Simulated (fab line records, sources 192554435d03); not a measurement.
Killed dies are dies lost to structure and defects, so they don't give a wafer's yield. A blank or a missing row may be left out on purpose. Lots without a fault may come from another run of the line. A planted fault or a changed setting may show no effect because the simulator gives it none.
Which tool did it? | flow n5_finfet | 10 lots, 30 wafers sampled, at 5 steps of a route of 1938

WHAT THE GAUGES READ, wafer by wafer
N5_BEOL_M2_THK_MEAS_53: measures by xrf.
lot  | measured     | on            | M2_THK (nm)
L593 | day 7 09:34  | film_metro-01 | 38.6 39.4 39.2
L594 | day 7 12:16  | film_metro-01 | 40.5 38.4 39.2
L598 | day 8 11:03  | film_metro-01 | 41.0 41.1 41.5
L600 | day 8 23:27  | film_metro-02 | 38.9 39.7 39.4
L599 | day 9 06:11  | film_metro-02 | 37.7 41.0 39.2
L601 | day 9 08:01  | film_metro-01 | 39.2 38.2 37.5
L605 | day 10 15:20 | film_metro-01 | 41.2 36.5 39.6
L606 | day 11 03:27 | film_metro-01 | 39.8 41.3 38.2
L607 | day 11 07:34 | film_metro-02 | 40.4 38.8 41.6
L615 | day 13 02:37 | film_metro-02 | 39.3 38.9 39.5

WHICH TOOL RAN EACH LOT (tool, then ch and the chambers of the sampled wafers, then the start)
lot  | N5_BEOL_M2_ANNEAL_87         | N5_BEOL_M2_SPUTTER_92        | N5_BEOL_M2_ECD_50              | N5_BEOL_M2_CMP_52
L593 | pvd_sputter-01, day 7 07:43  | pvd_sputter-01, day 7 08:17  | ecd_cu-02 ch 0,1, day 7 08:52  | cmp-02 ch 0,3, day 7 09:16
L594 | pvd_sputter-03, day 7 10:28  | pvd_sputter-03, day 7 11:02  | ecd_cu-02 ch 0,1, day 7 11:35  | cmp-01 ch 0,3, day 7 11:58
L598 | pvd_sputter-03, day 8 09:15  | pvd_sputter-03, day 8 09:50  | ecd_cu-01 ch 0,1, day 8 10:23  | cmp-02 ch 0,1,3, day 8 10:46
L600 | pvd_sputter-01, day 8 21:28  | pvd_sputter-01, day 8 22:03  | ecd_cu-01 ch 0,1, day 8 22:38  | cmp-04 ch 0,3, day 8 23:10
L599 | pvd_sputter-01, day 9 04:22  | pvd_sputter-01, day 9 04:57  | ecd_cu-01 ch 0,1, day 9 05:31  | cmp-04 ch 0,2,3, day 9 05:56
L601 | pvd_sputter-01, day 9 06:13  | pvd_sputter-01, day 9 06:47  | ecd_cu-02 ch 0,1, day 9 07:21  | cmp-04 ch 0,3, day 9 07:43
L605 | pvd_sputter-01, day 10 13:21 | pvd_sputter-01, day 10 13:56 | ecd_cu-02 ch 0,1, day 10 14:30 | cmp-01 ch 0,1,3, day 10 15:07
L606 | pvd_sputter-03, day 11 01:35 | pvd_sputter-03, day 11 02:10 | ecd_cu-01 ch 0,1, day 11 02:45 | cmp-02 ch 0,1,2, day 11 03:16
L607 | pvd_sputter-03, day 11 05:45 | pvd_sputter-03, day 11 06:20 | ecd_cu-01 ch 0,1, day 11 06:53 | cmp-02 ch 0,2,3, day 11 07:16
L615 | pvd_sputter-02, day 13 00:49 | pvd_sputter-02, day 13 01:23 | ecd_cu-02 ch 0,1, day 13 01:56 | cmp-01 ch 0,2, day 13 02:22
- N5_BEOL_M2_ANNEAL_87: time 240 s.
- N5_BEOL_M2_SPUTTER_92: material Cu, target thk 4.5 nm, time 8.29 s.
- N5_BEOL_M2_ECD_50: material Cu, target thk 300 nm.
- N5_BEOL_M2_CMP_52: polishes, stops on SiOC, t overpolish 6.8 s, target thk 40 nm.

THE ANSWER, worked out from the rows above alone
Rule: what is usual is taken from the lots themselves. Put in order of their means at a reading, lots are off if they are a third of the lots or fewer, leave a main group of 4 or more, and stand apart from it by a gap of 3 or more times the standard deviation of the main group's means; of several such gaps the widest counts. A main group whose means are all the same, to the digits that the tables above print for the reading, isn't used. A lot without any number at a reading at which 4 lots or more have one is off too. The other lots that the step has rows for count as sound.
No lot is off at any reading shown: from this, nothing can be told.

WHAT THE SIMULATOR HAD PUT IN
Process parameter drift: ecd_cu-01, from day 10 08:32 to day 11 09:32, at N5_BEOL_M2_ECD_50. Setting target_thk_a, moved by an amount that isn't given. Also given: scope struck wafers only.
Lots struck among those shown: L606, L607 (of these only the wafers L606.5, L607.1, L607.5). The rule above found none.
